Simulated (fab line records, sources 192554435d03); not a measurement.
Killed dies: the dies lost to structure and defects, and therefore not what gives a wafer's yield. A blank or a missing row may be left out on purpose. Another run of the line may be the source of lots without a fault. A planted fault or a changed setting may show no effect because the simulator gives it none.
Lot-split experiment || flow n5 finfet || 21 wafers read from 7 lots, route of 1938 steps

## ABOUT THE SPLIT
At N5_BEOL_M10_COAT_22 (resist thk 90 nm), the setting spin rpm was moved away from the recipe's 1500 rpm on 3 of the 21 wafers read, by -9.1% to -7.2%. This setting was run at the recipe's value on the other wafers.

## FROM THE SPLIT TO THE READING: what the file shows between them, 4 steps
- N5_BEOL_M10_EBR_24
- N5_BEOL_M10_SOFTBAKE_23: time 60 s
- N5_BEOL_M10_EXPOSE_25: exposes mask V9
- N5_BEOL_M10_PEB_26: peb time 60 s

## THE READING
CAR-ArF_of_BEOL_M10_COAT_22.thk nm (the simulator's own value, which no gauge read), in nm, at N5_BEOL_M10_DEVELOP_27 (develop time 30 s). The file gives no usual value for it. Average 88.4 nm, standard deviation 0.28 nm, over the 18 wafers here run with the recipe.

{"wafer": "L074.2", "tool, chamber at the split": "litho track-02, 0", "spin rpm as run, rpm": 1500, "against the recipe": "recipe", "CAR-ArF_of_BEOL_M10_COAT_22.thk nm, nm": 88.6, "against lot-mates on the recipe": "-"}
{"wafer": "L074.4", "tool, chamber at the split": "litho track-02, 0", "spin rpm as run, rpm": 1500, "against the recipe": "recipe", "CAR-ArF_of_BEOL_M10_COAT_22.thk nm, nm": 88.2, "against lot-mates on the recipe": "-"}
{"wafer": "L074.6", "tool, chamber at the split": "litho track-02, 0", "spin rpm as run, rpm": 1500, "against the recipe": "recipe", "CAR-ArF_of_BEOL_M10_COAT_22.thk nm, nm": 88.4, "against lot-mates on the recipe": "-"}
{"wafer": "L078.3", "tool, chamber at the split": "litho track-02, 0", "spin rpm as run, rpm": 1500, "against the recipe": "recipe", "CAR-ArF_of_BEOL_M10_COAT_22.thk nm, nm": 88, "against lot-mates on the recipe": "-"}
{"wafer": "L078.6", "tool, chamber at the split": "litho track-02, 0", "spin rpm as run, rpm": 1500, "against the recipe": "recipe", "CAR-ArF_of_BEOL_M10_COAT_22.thk nm, nm": 88, "against lot-mates on the recipe": "-"}
{"wafer": "L078.5", "tool, chamber at the split": "litho track-02, 0", "spin rpm as run, rpm": 1500, "against the recipe": "recipe", "CAR-ArF_of_BEOL_M10_COAT_22.thk nm, nm": 88.2, "against lot-mates on the recipe": "-"}
{"wafer": "L077.3", "tool, chamber at the split": "litho track-02, 0", "spin rpm as run, rpm": 1500, "against the recipe": "recipe", "CAR-ArF_of_BEOL_M10_COAT_22.thk nm, nm": 88.2, "against lot-mates on the recipe": "-"}
{"wafer": "L077.4", "tool, chamber at the split": "litho track-02, 0", "spin rpm as run, rpm": 1500, "against the recipe": "recipe", "CAR-ArF_of_BEOL_M10_COAT_22.thk nm, nm": 88.2, "against lot-mates on the recipe": "-"}
{"wafer": "L077.6", "tool, chamber at the split": "litho track-02, 0", "spin rpm as run, rpm": 1500, "against the recipe": "recipe", "CAR-ArF_of_BEOL_M10_COAT_22.thk nm, nm": 88, "against lot-mates on the recipe": "-"}
{"wafer": "L079.2", "tool, chamber at the split": "litho track-04, 0", "spin rpm as run, rpm": 1500, "against the recipe": "recipe", "CAR-ArF_of_BEOL_M10_COAT_22.thk nm, nm": 88.4, "against lot-mates on the recipe": "-"}
{"wafer": "L079.6", "tool, chamber at the split": "litho track-04, 0", "spin rpm as run, rpm": 1500, "against the recipe": "recipe", "CAR-ArF_of_BEOL_M10_COAT_22.thk nm, nm": 88.4, "against lot-mates on the recipe": "-"}
{"wafer": "L079.5", "tool, chamber at the split": "litho track-04, 0", "spin rpm as run, rpm": 1500, "against the recipe": "recipe", "CAR-ArF_of_BEOL_M10_COAT_22.thk nm, nm": 88.6, "against lot-mates on the recipe": "-"}
{"wafer": "L082.2", "tool, chamber at the split": "litho track-03, 0", "spin rpm as run, rpm": 1500, "against the recipe": "recipe", "CAR-ArF_of_BEOL_M10_COAT_22.thk nm, nm": 88.8, "against lot-mates on the recipe": "-"}
{"wafer": "L082.4", "tool, chamber at the split": "litho track-03, 0", "spin rpm as run, rpm": 1500, "against the recipe": "recipe", "CAR-ArF_of_BEOL_M10_COAT_22.thk nm, nm": 88.8, "against lot-mates on the recipe": "-"}
{"wafer": "L082.6", "tool, chamber at the split": "litho track-03, 0", "spin rpm as run, rpm": 1500, "against the recipe": "recipe", "CAR-ArF_of_BEOL_M10_COAT_22.thk nm, nm": 88.6, "against lot-mates on the recipe": "-"}
{"wafer": "L094.3", "tool, chamber at the split": "litho track-03, 0", "spin rpm as run, rpm": 1500, "against the recipe": "recipe", "CAR-ArF_of_BEOL_M10_COAT_22.thk nm, nm": 88.8, "against lot-mates on the recipe": "-"}
{"wafer": "L094.4", "tool, chamber at the split": "litho track-03, 0", "spin rpm as run, rpm": 1500, "against the recipe": "recipe", "CAR-ArF_of_BEOL_M10_COAT_22.thk nm, nm": 88.4, "against lot-mates on the recipe": "-"}
{"wafer": "L094.6", "tool, chamber at the split": "litho track-03, 0", "spin rpm as run, rpm": 1363, "against the recipe": "-9.1%", "CAR-ArF_of_BEOL_M10_COAT_22.thk nm, nm": 93, "against lot-mates on the recipe": "+4.4"}
{"wafer": "L096.1", "tool, chamber at the split": "litho track-02, 0", "spin rpm as run, rpm": 1392, "against the recipe": "-7.2%", "CAR-ArF_of_BEOL_M10_COAT_22.thk nm, nm": 91.6, "against lot-mates on the recipe": "+3.6"}
{"wafer": "L096.6", "tool, chamber at the split": "litho track-02, 0", "spin rpm as run, rpm": 1392, "against the recipe": "-7.2%", "CAR-ArF_of_BEOL_M10_COAT_22.thk nm, nm": 91.6, "against lot-mates on the recipe": "+3.6"}
{"wafer": "L096.2", "tool, chamber at the split": "litho track-02, 0", "spin rpm as run, rpm": 1500, "against the recipe": "recipe", "CAR-ArF_of_BEOL_M10_COAT_22.thk nm, nm": 88, "against lot-mates on the recipe": "-"}

FIT RESULTS
A straight line over all 21 wafers: CAR-ArF_of_BEOL_M10_COAT_22.thk nm changes by -0.476 nm for each +1% of spin rpm; r = -0.98; the points scatter about the line by 0.28 nm.
The same after taking each lot's own level away (the mean of its wafers on the recipe; 21 wafers): -0.492 nm for each +1%; r = -1.00; scatter 0.12 nm.
The reading moves by 4.5 nm for the largest change in spin rpm, on that fit.
From 88.00 to 88.73 nm: that is the span of the lots' own levels, equal to 2.6 times the standard deviation above.
The two slopes are in agreement: the lot-to-lot level therefore moves the slope only a little.
Check: for one of the wafers moved furthest among these (-9.1%), held out of the fit, the line's prediction against its lot-mates is +4.57 nm. Against them it came out at +4.4 nm.

## THE WHOLE CHAIN: every reading that the file lists as answering this split, in the file's order
{"step": "N5_BEOL_M10_COAT_22", "what it does": "resist thk 90 nm", "reading": "CAR-ArF_of_BEOL_M10_COAT_22.thk nm (the simulator's own value, which no gauge read)", "change (the file's fit)": "-0.482 nm for each +1% of the setting", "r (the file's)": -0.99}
{"step": "N5_BEOL_M10_DEVELOP_27", "what it does": "develop time 30 s", "reading": "CAR-ArF_of_BEOL_M10_COAT_22.thk nm (the simulator's own value, which no gauge read)", "change (the file's fit)": "-0.489 nm for each +1% of the setting", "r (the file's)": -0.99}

## FILE'S OWN FIT
CAR-ArF_of_BEOL_M10_COAT_22.thk nm changes by -0.489 nm for each +1% of spin rpm, r = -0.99.
